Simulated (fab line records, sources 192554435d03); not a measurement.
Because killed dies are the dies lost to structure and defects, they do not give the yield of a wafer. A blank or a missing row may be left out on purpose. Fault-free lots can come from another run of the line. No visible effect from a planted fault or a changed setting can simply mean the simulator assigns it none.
Chamber matching / flow n5_finfet / N5_BEOL_M2_ETCH_74 on rie_diel-05: 4 sister chambers
The step etches underlayer in N2/H2, target depth 6.5 nm, time 5.2 s. 4 wafers are shown with their chamber, then 9 later ones without.

## WAFERS, EACH WITH ITS CHAMBER
wafer=L084.3; chamber=1; showerhead_plenum_p_Torr (Torr)=2.61
wafer=L084.4; chamber=2; showerhead_plenum_p_Torr (Torr)=2.68
wafer=L088.5; chamber=3; showerhead_plenum_p_Torr (Torr)=2.73
wafer=L088.6; chamber=0; showerhead_plenum_p_Torr (Torr)=2.63

## WAFERS WITH NO CHAMBER GIVEN
wafer=L090.2; showerhead_plenum_p_Torr (Torr)=2.61
wafer=L090.4; showerhead_plenum_p_Torr (Torr)=2.67
wafer=L090.6; showerhead_plenum_p_Torr (Torr)=2.73
wafer=L093.1; showerhead_plenum_p_Torr (Torr)=2.72
wafer=L093.2; showerhead_plenum_p_Torr (Torr)=2.63
wafer=L093.3; showerhead_plenum_p_Torr (Torr)=2.60
wafer=L096.2; showerhead_plenum_p_Torr (Torr)=2.60
wafer=L096.3; showerhead_plenum_p_Torr (Torr)=2.66
wafer=L096.6; showerhead_plenum_p_Torr (Torr)=2.66

## THE CHAMBER EACH PASSED THROUGH
wafer=L090.2; from the rows above=can't be placed: 1 or 0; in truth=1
wafer=L090.4; from the rows above=2; in truth=2
wafer=L090.6; from the rows above=3; in truth=3
wafer=L093.1; from the rows above=3; in truth=3
wafer=L093.2; from the rows above=can't be placed: 0 or 1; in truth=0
wafer=L093.3; from the rows above=can't be placed: 1 or 0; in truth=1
wafer=L096.2; from the rows above=can't be placed: 1 or 0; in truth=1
wafer=L096.3; from the rows above=can't be placed: 2 or 0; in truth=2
wafer=L096.6; from the rows above=can't be placed: 2 or 0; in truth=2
Correctly placed: 3 of 9. From these rows, 6 cannot be placed; in 6 the true chamber is one of the candidates. Placed wrongly: 0.
How it was worked out, from the rows above alone: a wafer's distance from a chamber is the root of the sum, over the readings, of the square of ((its reading less the chamber's mean) divided by the reading's scatter). The wafer belongs to the nearest chamber; if the next one is less than 2 further off, it can't be placed. A chamber's mean is the mean of its shown wafers. The scatter (one wafer shown for each chamber): square how far every hidden wafer sits from the nearest shown wafer, average those squares and take the square root.
